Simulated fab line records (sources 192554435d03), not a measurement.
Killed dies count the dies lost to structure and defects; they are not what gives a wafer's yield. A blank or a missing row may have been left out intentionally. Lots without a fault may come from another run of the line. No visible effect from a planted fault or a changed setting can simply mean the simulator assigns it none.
A lot that was struck, set against a sound lot -- flow n5Finfet -- 29 steps out of a route of 1938
Sound: these wafers, L792.1, L792.3, L792.4. Struck: wafers L796.1, L796.2, L796.6. At the end, the cause is stated.
Each step with rows lists, per side, the tool, then ch with its chambers, then its first start. Under that, the readings that differ: sound wafers -- struck wafers -- difference of the means -- sigmas: that difference in standard deviations of wafers without a fault.
alike: readings whose means differ by less than 2 such deviations, and words and numbers that are the same on both sides. not compared: withheld readings, readings that some wafer has no value for, bounds like >300 that may hide the same value, and numbers for which the record gives no deviation and whose values overlap.
Wherever a step has rows on one side only, a row that says differs or no value, or a row with sigmas, the two part there. Non-overlapping numbers with no deviation appear without sigmas and do not part them. A reading that every wafer of one side lacks parts them only if that side has two wafers or more.

first, 9 steps without rows for these wafers: N5_BEOL_M3_COAT_73 (time 60 s, resist thk 5 nm); N5_BEOL_M3_COAT_05 (resist thk 30 nm); N5_BEOL_M3_EBR_07; N5_BEOL_M3_SOFTBAKE_06 (time 60 s); N5_BEOL_M3_EXPOSE_08 (exposes mask M3); N5_BEOL_M3_PEB_09 (peb time 60 s); N5_BEOL_M3_DEVELOP_10 (develop time 30 s); N5_BEOL_M3_DESCUM_16 (chemistry O2, time 7 s); N5_BEOL_M3_ETCH_74 (etches underlayer in N2/H2, target depth 6.5 nm, time 5.2 s).
N5_BEOL_M3_ETCH_63: etches SiARC in CF4, target depth 15.6 nm, time 26 s.
  sound on rieDiel-06 ch 1,3, day 10 11:11; struck on rieDiel-06 ch 1,2,3, day 11 14:13
  alike: drypumpMotorCurrentA, etchRfOnTimeS, oesProductAu, rfFwdPowerW, rfVppV, showerheadPlenumPTorr, throttleValvePct
  not compared: rfHoursCounterH
then, 15 steps without rows for these wafers: N5_BEOL_M3_ETCH_64 (etches SOC in N2/H2, target depth 75 nm, overetch 15 nm, time 112.5 s); N5_BEOL_M3_STRIP_65 (strips in N2/H2); N5_BEOL_M3_STRIP_75 (strips in N2/H2); N5_BEOL_M3_STRIP_66 (strips in CF4); N5_BEOL_M3_HM_OPEN_17 (chemistry Cl2/BCl3, target TiN, target depth 20 nm, overetch 6 nm); N5_BEOL_M3_STRIP_19 (strips in O2); N5_BEOL_M3_COAT_67 (time 60 s, resist thk 60 nm); N5_BEOL_M3_COAT_68 (time 60 s, resist thk 12 nm); N5_BEOL_M3_COAT_76 (time 60 s, resist thk 5 nm); N5_BEOL_M3_COAT_22 (resist thk 30 nm); N5_BEOL_M3_EBR_24; N5_BEOL_M3_SOFTBAKE_23 (time 60 s); N5_BEOL_M3_EXPOSE_25 (exposes mask V2, defocus 5 nm); N5_BEOL_M3_PEB_26 (peb time 60 s); N5_BEOL_M3_DEVELOP_27 (develop time 30 s).
N5_BEOL_M3_INSPECT_30: inspects for defects (brightfield).
  sound on defectInspect-02 at day 10 12:05; struck on defectInspect-01 at day 11 15:14
reading,sound,struck,difference,sigmas
rawDefectCount,444 409 682,1486 1453 1451,+952,+9
then, 1 step without rows for these wafers: N5_BEOL_M3_DESCUM_33 (chemistry O2, time 7 s).
N5_BEOL_M4_RC_MEAS_101:
  sound on prober-01 ch 0, day 11 17:31; struck on prober-01 ch 0, day 13 03:00
  alike: DIBL_N, DIBL_P, IOFF_N, IOFF_P, ION_N, ION_P, SS_N, SS_P, VT_N, VT_P
-- here the record skips 5 days between the struck wafers' starts before and after, leaving off in module BEOL_M4 and picking up in module PASSIVATION (first step shown: number 1936 of the route) --
N5_PASSIVATION_PROBE_49:
  sound on prober-02 at day 16 17:03; struck on prober-01 at day 18 04:05
reading,sound,struck,difference,sigmas
defectLimitedYield (%),91.7 91.1 88.6,83.5 84.2 85.0,-6.2,-4
killed_at_M0_to_M3,40 35 54,139 129 101,+80,+8
killedDies,98 105 134,195 187 177,+74,+4
killedOnRim,14 14 18,31 30 24,+13,+3
sort_bin_4_leakage (%),0 0 0,0 0.08 0,+0,+3
sort_bin_5_function (%),5.0 4.7 6.9,9.8 10.3 7.8,+3.8,+4
sortNPass,1082 1075 1046,985 992 1003,-74,-4
sortYieldPct (%),91.7 91.1 88.6,83.5 84.1 85.0,-6.3,-4
  alike: killed_at_M4_up, killedAtContacts, killedAtFrontEnd, killedAtOther, killedOpen, killedShort, sort_bin_6_memory

== WHERE THEY PART ==
First at N5_BEOL_M3_INSPECT_30; last, within this record, at N5_PASSIVATION_PROBE_49.

WHY: the cause the simulator had injected
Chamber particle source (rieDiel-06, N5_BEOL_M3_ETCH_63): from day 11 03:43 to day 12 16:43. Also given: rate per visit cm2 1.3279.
